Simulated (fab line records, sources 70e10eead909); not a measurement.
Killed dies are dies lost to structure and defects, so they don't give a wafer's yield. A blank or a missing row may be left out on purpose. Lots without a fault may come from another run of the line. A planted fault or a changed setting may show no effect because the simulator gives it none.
Which tool did it? | flow nand_harc | 12 lots, 36 wafers sampled, at 5 steps of a route of 1302

WHAT THE GAUGES READ, wafer by wafer
NHARC_P_START_INSPECT_01. Usual: raw_defect_count 4.0, standard deviation 1.9.
lot  | measured     | on                | raw_defect_count | flag
L434 | day 1 20:02  | defect_inspect-01 | 4 4 2            |
L435 | day 2 06:02  | defect_inspect-01 | 4 5 3            |
L437 | day 3 02:02  | defect_inspect-02 | 12 3 6           |
L438 | day 3 12:02  | defect_inspect-01 | 5 4 5            |
L439 | day 3 22:02  | defect_inspect-01 | 2 5 3            |
L443 | day 5 14:02  | defect_inspect-02 | 4 6 4            |
L444 | day 6 00:02  | defect_inspect-02 | 5 3 5            |
L447 | day 7 06:02  | defect_inspect-02 | 5 7 5            |
L451 | day 8 22:02  | defect_inspect-02 | 5 2 2            |
L453 | day 9 18:02  | defect_inspect-02 | 6 6 4            |
L455 | day 10 14:02 | defect_inspect-02 | 4 3 4            |
L457 | day 11 10:03 | defect_inspect-01 | 1 4 6            |

NHARC_P_STI_CD_MEAS_09: target cd 200 nm. Usual: cd_nm 200.0 nm, standard deviation 2.4.
lot  | measured     | on        | cd_nm (nm)        | flag
L434 | day 2 20:40  | cd_sem-01 | 197.4 200.0 203.0 |
L435 | day 3 05:07  | cd_sem-02 | 200.1 204.8 204.4 |
L437 | day 4 02:38  | cd_sem-03 | 199.1 198.3 199.8 |
L438 | day 4 11:20  | cd_sem-02 | 196.6 199.6 199.5 |
L439 | day 4 23:17  | cd_sem-01 | 200.8 197.1 199.2 |
L443 | day 6 16:40  | cd_sem-01 | 187.9 188.8 186.9 | OFF
L444 | day 7 04:27  | cd_sem-03 | 196.3 199.3 195.3 |
L447 | day 8 04:38  | cd_sem-01 | 189.2 188.4 189.2 | OFF
L451 | day 9 22:44  | cd_sem-03 | 198.7 198.7 200.9 |
L453 | day 10 16:17 | cd_sem-02 | 201.9 202.2 199.6 |
L455 | day 11 15:32 | cd_sem-02 | 199.4 197.1 200.7 |
L457 | day 12 10:59 | cd_sem-02 | 202.6 201.9 202.1 |

NHARC_P_STI_OCD_MEAS_17. Usual: trench_depth_nm 301 nm, standard deviation 4.8; trench_foot_cd_nm 157.9 nm, standard deviation 2.5.
lot  | measured     | on     | trench_depth_nm (nm) | trench_foot_cd_nm (nm) | flag
L434 | day 2 21:27  | ocd-01 | 306 309 303          | 155.1 156.6 160.1      |
L435 | day 3 05:53  | ocd-01 | 308 310 302          | 157.1 161.1 162.1      |
L437 | day 4 03:25  | ocd-01 | 306 308 304          | 156.1 155.4 157.0      |
L438 | day 4 12:07  | ocd-02 | 294 302 300          | 156.2 156.9 157.5      |
L439 | day 5 00:07  | ocd-02 | 310 306 305          | 157.7 154.1 156.7      |
L443 | day 6 17:29  | ocd-01 | 298 299 296          | 146.1 146.9 145.5      | OFF
L444 | day 7 05:16  | ocd-01 | 305 293 291          | 153.7 158.8 154.7      |
L447 | day 8 05:25  | ocd-02 | 300 296 302          | 147.5 147.4 147.2      | OFF
L451 | day 9 23:32  | ocd-01 | 292 299 300          | 157.4 156.9 159.0      |
L453 | day 10 17:04 | ocd-01 | 301 307 292          | 160.0 159.4 158.4      |
L455 | day 11 16:19 | ocd-02 | 285 298 301          | 160.1 155.3 158.3      |
L457 | day 12 11:53 | ocd-01 | 304 295 303          | 160.1 161.1 160.3      |

NHARC_P_GATE_CD_MEAS_26: target cd 120 nm. Usual: cd_nm 119.6 nm, standard deviation 0.54.
lot  | measured     | on        | cd_nm (nm)        | flag
L434 | day 5 01:13  | cd_sem-01 | 119.4 118.9 119.9 |
L435 | day 5 07:04  | cd_sem-01 | 119.7 120.1 120.7 |
L437 | day 6 12:47  | cd_sem-02 | 119.7 119.1 119.7 |
L438 | day 6 17:10  | cd_sem-03 | 119.6 120.5 120.8 |
L439 | day 7 04:50  | cd_sem-03 | 119.3 119.8 119.4 |
L443 | day 8 21:34  | cd_sem-03 | 120.5 119.8 120.2 |
L444 | day 9 10:58  | cd_sem-03 | 120.0 120.0 119.3 |
L447 | day 10 15:25 | cd_sem-03 | 120.2 119.8 119.4 |
L451 | day 12 03:53 | cd_sem-03 | 120.2 119.5 119.1 |
L453 | day 12 17:42 | cd_sem-02 | 120.3 118.8 119.2 |
L455 | day 13 22:31 | cd_sem-02 | 119.5 119.3 118.7 |
L457 | day 14 20:56 | cd_sem-01 | 119.2 119.7 119.8 |

WHICH TOOL RAN EACH LOT (tool, then ch and the chambers of the sampled wafers, then the start)
lot  | NHARC_P_STI_EXPOSE_06
L434 | krf_scanner-01 ch 0, day 2 20:31
L435 | krf_scanner-01 ch 0, day 3 04:58
L437 | krf_scanner-01 ch 0, day 4 02:29
L438 | krf_scanner-04 ch 0, day 4 11:11
L439 | krf_scanner-03 ch 0, day 4 23:08
L443 | krf_scanner-01 ch 0, day 6 16:32
L444 | krf_scanner-04 ch 0, day 7 04:18
L447 | krf_scanner-01 ch 0, day 8 04:29
L451 | krf_scanner-03 ch 0, day 9 22:36
L453 | krf_scanner-04 ch 0, day 10 16:08
L455 | krf_scanner-04 ch 0, day 11 15:23
L457 | krf_scanner-04 ch 0, day 12 10:50
- NHARC_P_STI_EXPOSE_06: exposes mask P STI, target cd 200 nm.

WHAT THE TOOLS THEMSELVES READ (means of the sampled wafers that have a number; where no wafer has one, the mark that the record gives instead)
NHARC_P_STI_EXPOSE_06. Usual: exposure_dose_mJ_cm2 37.66, standard deviation 0.047.
lot  | tool           | exposure_dose_mJ_cm2 | flag
L434 | krf_scanner-01 | 37.59                |
L435 | krf_scanner-01 | 37.62                |
L437 | krf_scanner-01 | 37.62                |
L438 | krf_scanner-04 | 37.65                |
L439 | krf_scanner-03 | 37.69                |
L443 | krf_scanner-01 | 35.86                | OFF
L444 | krf_scanner-04 | 37.72                |
L447 | krf_scanner-01 | 36.18                | OFF
L451 | krf_scanner-03 | 37.67                |
L453 | krf_scanner-04 | 37.73                |
L455 | krf_scanner-04 | 37.74                |
L457 | krf_scanner-04 | 37.65                |

THE ANSWER, worked out from the rows above alone
Rule: a lot is off if the mean of its wafers that have a number lies more than 3 standard deviations from the usual mean. A lot without any number at a reading at which 4 lots or more have one is off too. The other lots that the step has rows for count as sound. The gauges are gone through in route order, then the tools' own readings, and for those a lot's mean is taken as printed above. The first step at which some lot is off is used, and at that step the reading that is off furthest; a lot without a number counts as furthest.
Off: L443, L447, at NHARC_P_STI_CD_MEAS_09 (cd_nm).
A tool fits if, at a process step before that reading, it ran every lot that is off, and no sound lot after the first of them. The gauges at NHARC_P_STI_CD_MEAS_09 aren't tried: what is off there is off at NHARC_P_STI_OCD_MEAS_17 too, on other tools, and a gauge's error can't cause that. One fits: krf_scanner-01 at NHARC_P_STI_EXPOSE_06. Its last sound lot is L437 (day 4 02:29), its first lot that is off L443 (day 6 16:32): a fault that began between those two fits.
The tool's own readings at NHARC_P_STI_EXPOSE_06 bear it out: on the lots that are off they differ by more than 5 times the standard deviation of the sound lots' means. exposure_dose_mJ_cm2 reads 36.02 there against 37.67 on the sound lots.

WHAT THE SIMULATOR HAD PUT IN
Process parameter drift: krf_scanner-01, from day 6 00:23 on, at NHARC_P_STI_EXPOSE_06. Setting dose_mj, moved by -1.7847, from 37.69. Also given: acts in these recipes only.
Lots struck among those shown: L443, L447. The rule above found the same.
